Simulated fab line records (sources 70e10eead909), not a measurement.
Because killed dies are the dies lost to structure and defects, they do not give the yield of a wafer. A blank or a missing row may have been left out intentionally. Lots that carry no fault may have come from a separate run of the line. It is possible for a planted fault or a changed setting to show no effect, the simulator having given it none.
Which tool is to blame?    flow nand-harc    36 wafers from 12 lots sampled at 5 of the route's 1159 steps

WHAT THE GAUGES SHOWED, per wafer
NHARC_P_GATE_INSPECT_28. Usual: raw-defect-count reads 6.0 (standard deviation 2.8).
lot   measured      on                 raw-defect-count  flag
L110  day 4 20:49   defect-inspect-01  6 2 4             
L111  day 5 03:34   defect-inspect-02  8 4 6             
L112  day 5 03:51   defect-inspect-02  4 4 5             
L113  day 5 18:53   defect-inspect-02  10 7 4            
L114  day 5 19:34   defect-inspect-02  6 7 5             
L116  day 6 00:17   defect-inspect-02  5 8 4             
L117  day 6 14:22   defect-inspect-02  7 4 9             
L119  day 6 22:09   defect-inspect-01  4 0 4             
L120  day 7 09:34   defect-inspect-01  10 5 7            
L124  day 8 07:08   defect-inspect-02  8 12 7            
L126  day 8 19:05   defect-inspect-01  9 6 12            
L132  day 10 01:32  defect-inspect-02  4 8 6             

NHARC_END_SORT_01. Usual: killed-at-array 29, standard deviation 11; killed-at-other 0.7, standard deviation 1.1; killed-at-periphery 3.1, standard deviation 2; killed-dies 33, standard deviation 11; killed-open 3.5, standard deviation 1.8; killed-short 2.0, standard deviation 1.4.
lot   measured      on         killed-at-array  killed-at-other  killed-at-periphery  killed-dies  killed-open  killed-short  flag
L110  day 20 08:43  prober-01  19 20 21         0 0 0            4 3 5                23 23 26     4 4 5        0 1 0         
L111  day 20 21:47  prober-02  25 20 17         0 0 0            2 2 3                27 22 20     3 5 1        1 1 3         
L112  day 21 04:49  prober-02  34 41 39         0 0 1            4 2 1                38 43 41     6 4 2        3 3 2         
L113  day 21 12:37  prober-02  9 17 18          0 0 0            1 3 4                10 20 22     0 3 5        2 6 0         
L114  day 20 16:29  prober-01  33 38 34         0 0 0            0 1 4                33 39 38     1 5 5        0 0 4         
L116  day 21 00:14  prober-01  27 26 33         0 0 0            4 6 7                31 32 40     4 4 6        4 2 1         
L117  day 21 20:29  prober-02  20 21 24         0 0 0            6 3 4                26 24 28     2 1 2        1 1 1         
L119  day 22 00:25  prober-01  34 44 34         0 1 1            4 4 5                38 49 40     2 3 2        0 3 2         
L120  day 22 14:11  prober-01  23 32 30         0 0 0            4 4 7                27 36 37     4 3 8        1 2 3         
L124  day 23 00:26  prober-01  39 41 37         3 3 2            0 2 2                42 46 41     4 3 8        2 2 2         
L126  day 23 19:23  prober-01  59 57 41         0 0 0            4 6 5                63 63 46     2 5 1        1 1 2         
L132  day 24 18:05  prober-01  15 23 23         0 0 0            4 4 1                19 27 24     2 2 0        2 3 5         

TOOL THAT RAN EACH LOT (tool first, then ch and the chambers of the sampled wafers, then the start)
lot   NHARC_P_GATE_ETCH_104              NHARC_P_GATE_ALD_36               NHARC_P_GATE_STRIP_101
L110  rie-diel-07 ch 0,1,2, day 4 20:59  ald-sin-01 ch 0,1, day 4 23:27    rie-diel-07 ch 0,2,3, day 5 08:01
L111  rie-diel-05 ch 0,3, day 5 03:43    ald-sin-02 ch 0,3, day 5 05:04    rie-diel-05 ch 0,3, day 5 14:43
L112  rie-diel-11 ch 0,2, day 5 04:14    ald-sin-03 ch 1,3, day 5 06:35    rie-diel-07 ch 1,3, day 5 15:02
L113  rie-diel-05 ch 0,2, day 5 19:02    ald-sin-01 ch 0,1,2, day 5 21:17  rie-diel-07 ch 0,3, day 6 05:58
L114  rie-diel-07 ch 0,2, day 5 19:43    ald-sin-02 ch 1,3, day 5 20:53    rie-diel-11 ch 0,1, day 6 06:36
L116  rie-diel-07 ch 0,1,3, day 6 00:26  ald-sin-01 ch 0,2, day 6 03:42    rie-diel-05 ch 0,1, day 6 12:15
L117  rie-diel-11 ch 0,2,3, day 6 14:31  ald-sin-02 ch 0,2,3, day 6 15:44  rie-diel-11 ch 0,2,3, day 7 01:19
L119  rie-diel-05 ch 0,1, day 6 22:19    ald-sin-03 ch 1,2, day 7 00:00    rie-diel-05 ch 0,1, day 7 09:41
L120  rie-diel-07 ch 0,1,2, day 7 09:43  ald-sin-03 ch 0,3, day 7 11:03    rie-diel-07 ch 0,3, day 7 20:38
L124  rie-diel-05 ch 0,1,3, day 8 07:17  ald-sin-02 ch 1,3, day 8 08:36    rie-diel-05 ch 1,2,3, day 8 18:12
L126  rie-diel-11 ch 1,2, day 8 19:14    ald-sin-02 ch 1,2,3, day 8 20:25  rie-diel-07 ch 0,1,3, day 9 06:05
L132  rie-diel-07 ch 1,2, day 10 01:44   ald-sin-03 ch 0,3, day 10 02:56   rie-diel-05 ch 0,1, day 10 12:32
- NHARC_P_GATE_ETCH_104: etches the open film in CF4/CHF3, target depth 60 nm.
- NHARC_P_GATE_ALD_36: deposits SiNx, target thk 20 nm, pulse time 60 s, ald cycles 223.
- NHARC_P_GATE_STRIP_101: strips in O2, time 20 s.

WHAT THE TOOLS THEMSELVES READ (means of the sampled wafers that have a number; where no wafer has one, the mark that the record gives instead)
NHARC_P_GATE_ETCH_104. Usual: drypump-motor-current-A 5.8 A, standard deviation 0.44; oes-product-au 0.948 a.u., standard deviation 0.022; rf-vpp-V 371.0 V, standard deviation 2.4; showerhead-plenum-p-Torr 1.59 Torr, standard deviation 0.065; throttle-valve-pct 16.802 %, standard deviation 0.0095.
lot   tool         drypump-motor-current-A (A)  oes-product-au (a.u.)  rf-vpp-V (V)  showerhead-plenum-p-Torr (Torr)  throttle-valve-pct (%)  flag
L110  rie-diel-07  6.3                          0.929                  371.3         1.62                             16.791                  
L111  rie-diel-05  5.6                          0.955                  370.0         1.57                             16.797                  
L112  rie-diel-11  6.0                          0.927                  368.8         1.52                             16.801                  
L113  rie-diel-05  5.6                          0.971                  369.6         1.55                             16.805                  
L114  rie-diel-07  6.5                          0.974                  373.2         1.62                             16.798                  
L116  rie-diel-07  5.7                          0.946                  372.7         1.63                             16.797                  
L117  rie-diel-11  5.8                          0.955                  370.9         1.56                             16.805                  
L119  rie-diel-05  5.6                          0.926                  370.1         1.55                             16.793                  
L120  rie-diel-07  6.3                          0.972                  372.0         1.62                             16.804                  
L124  rie-diel-05  5.6                          0.938                  370.9         1.59                             16.793                  
L126  rie-diel-11  5.7                          0.927                  368.6         1.50                             16.792                  
L132  rie-diel-07  6.3                          0.935                  372.1         1.64                             16.804                  

NHARC_P_GATE_ALD_36. Usual: heater-power-w 857 W, standard deviation 91; precursor-pulse-height-rel 1.001, standard deviation 0.021.
lot   tool        heater-power-w (W)  precursor-pulse-height-rel  flag
L110  ald-sin-01  837                 1.005                       
L111  ald-sin-02  872                 1.014                       
L112  ald-sin-03  767                 0.980                       
L113  ald-sin-01  881                 1.027                       
L114  ald-sin-02  865                 1.007                       
L116  ald-sin-01  823                 1.007                       
L117  ald-sin-02  826                 1.000                       
L119  ald-sin-03  800                 1.004                       
L120  ald-sin-03  881                 0.968                       
L124  ald-sin-02  867                 0.992                       
L126  ald-sin-02  828                 0.993                       
L132  ald-sin-03  874                 1.016                       

NHARC_P_GATE_STRIP_101. Usual: drypump-motor-current-A 5.8 A, standard deviation 0.5; oes-product-au 0.999 a.u., standard deviation 0.0097; rf-vpp-V 58.0 V, standard deviation 0.92; showerhead-plenum-p-Torr 3.60 Torr, standard deviation 0.13; throttle-valve-pct 17.036 %, standard deviation 0.0085.
lot   tool         drypump-motor-current-A (A)  oes-product-au (a.u.)  rf-vpp-V (V)  showerhead-plenum-p-Torr (Torr)  throttle-valve-pct (%)  flag
L110  rie-diel-07  5.9                          1.004                  58.1          3.66                             17.035                  
L111  rie-diel-05  5.6                          1.000                  57.6          3.51                             17.037                  
L112  rie-diel-07  5.7                          1.001                  58.1          3.69                             17.038                  
L113  rie-diel-07  5.7                          0.993                  58.2          3.60                             17.041                  
L114  rie-diel-11  5.9                          1.009                  57.6          3.39                             17.033                  
L116  rie-diel-05  5.7                          0.993                  58.4          3.56                             17.039                  
L117  rie-diel-11  5.8                          1.005                  58.0          3.50                             17.036                  
L119  rie-diel-05  5.6                          1.001                  57.1          3.48                             17.039                  
L120  rie-diel-07  5.7                          0.994                  58.0          3.60                             17.039                  
L124  rie-diel-05  5.6                          1.001                  58.6          3.63                             17.035                  
L126  rie-diel-07  5.7                          0.994                  58.2          3.64                             17.039                  
L132  rie-diel-05  5.7                          0.996                  57.9          3.55                             17.036                  

THE ANSWER, worked out from the rows above alone
Rule: lot off if the mean of its wafers having a number is beyond 3 standard deviations from the usual mean. Also off: a lot with no number at a reading for which 4 or more lots have one. Any other lot the step has rows for is counted as sound. The gauges are gone through in route order, then the tools' own readings, and for those a lot's mean is taken as printed above. The first step at which some lot is off is used, and at that step the reading that is off furthest; a lot without a number counts as furthest.
Nothing can be told from this: no lot is off at any reading shown.

WHAT THE SIMULATOR HAD PUT IN
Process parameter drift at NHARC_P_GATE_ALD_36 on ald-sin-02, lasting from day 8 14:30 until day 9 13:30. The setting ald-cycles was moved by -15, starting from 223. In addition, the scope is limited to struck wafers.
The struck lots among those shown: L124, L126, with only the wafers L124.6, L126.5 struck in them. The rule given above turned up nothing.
